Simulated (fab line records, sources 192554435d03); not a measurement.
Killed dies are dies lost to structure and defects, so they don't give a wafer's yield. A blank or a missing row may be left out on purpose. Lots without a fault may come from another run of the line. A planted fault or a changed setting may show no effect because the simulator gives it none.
One fault seen from 2 desks | flow n5_finfet | each desk has only its own numbers; what lay behind them comes last

THE METROLOGY DESK
What the gauges read, lot by lot, whatever tool the lot ran on: means of the sampled wafers that have a number. A lot is out of limits, marked OUT, if its mean lies more than 4 standard deviations from the usual mean; the brackets give that distance. Of its 11 readings 7 are shown: those that lie furthest out on some lot.
Columns: A = cd_nm at N5_SD_EPI_P_CD_MEAS_09, usual 240.3 nm; B = DIBL_N at N5_BEOL_M4_RC_MEAS_101, usual 37.7 mV/V; C = DIBL_P at N5_BEOL_M4_RC_MEAS_101, usual 37.7 mV/V; D = IOFF_N at N5_BEOL_M4_RC_MEAS_101, usual 0.18 nA/um; E = ION_N at N5_BEOL_M4_RC_MEAS_101, usual 681 uA/um; F = ION_P at N5_BEOL_M4_RC_MEAS_101, usual 463 uA/um; G = VT_N at N5_BEOL_M4_RC_MEAS_101, usual 248 mV
lot  | first seen here | A     | B    | C    | D    | E   | F   | G
L743 | day 4 10:44     | 241.2 | 37.3 | 37.6 | 0.18 | 673 | 457 | 249
L746 | day 5 08:43     | 240.1 | 37.6 | 38.1 | 0.17 | 685 | 463 | 250
L747 | day 5 16:18     | 240.1 | 38.9 | 38.0 | 0.19 | 672 | 459 | 249
L749 | day 6 06:30     | 239.1 | 40.7 | 41.3 | 0.24 | 712 | 477 | 243
L750 | day 6 10:17     | 240.2 | 38.3 | 36.9 | 0.20 | 680 | 459 | 246
L751 | day 6 14:07     | 241.7 | 36.7 | 37.4 | 0.17 | 675 | 460 | 249
L761 | day 9 02:10     | 240.9 | 35.6 | 35.2 | 0.16 | 676 | 466 | 249
This desk's finding: nothing out of limits on any of the 7 lots.

THE TOOL OWNER'S DESK: rie_diel-05
The tool's own readings at N5_SD_EPI_N_ETCHBACK_44 (etches SiNx in CH3F/O2, stops on SiO2, target depth 14.5 nm): means of the sampled wafers that have a number, for each lot that ran on this tool. A lot is out of limits, marked OUT, if its mean lies more than 4 standard deviations from the usual mean; the brackets give that distance. Of its 8 readings 7 are shown: those that lie furthest out on some lot.
Columns: A = CH3F_flow_sccm at N5_SD_EPI_N_ETCHBACK_44, usual 29.99 sccm; B = O2_flow_sccm at N5_SD_EPI_N_ETCHBACK_44, usual 20.00 sccm; C = drypump_motor_current_A at N5_SD_EPI_N_ETCHBACK_44, usual 6.0 A; D = oes_f_703_au at N5_SD_EPI_N_ETCHBACK_44, usual 0.80 a.u.; E = oes_product_au at N5_SD_EPI_N_ETCHBACK_44, usual 0.69 a.u.; F = showerhead_plenum_p_Torr at N5_SD_EPI_N_ETCHBACK_44, usual 2.03 Torr; G = throttle_valve_pct at N5_SD_EPI_N_ETCHBACK_44, usual 16.24 %
lot  | first seen here | A     | B     | C   | D    | E    | F    | G
L743 | day 4 06:48     | 30.04 | 20.02 | 6.2 | 0.78 | 0.65 | 1.97 | 16.41
L749 | day 6 01:26     | 30.02 | 20.05 | 5.8 | 0.90 | 0.74 | 2.08 | 16.00
L750 | day 6 06:22     | 30.03 | 19.97 | 6.4 | 0.96 | 0.81 | 2.11 | 16.07
L751 | day 6 10:11     | 29.89 | 20.05 | 6.4 | 0.95 | 0.80 | 2.11 | 16.07
This desk's finding: nothing out of limits on any of the 4 lots.

PUT TOGETHER
The metrology desk saw nothing out of limits.
The tool owner's desk saw nothing out of limits.

WHAT THE SIMULATOR HAD PUT IN
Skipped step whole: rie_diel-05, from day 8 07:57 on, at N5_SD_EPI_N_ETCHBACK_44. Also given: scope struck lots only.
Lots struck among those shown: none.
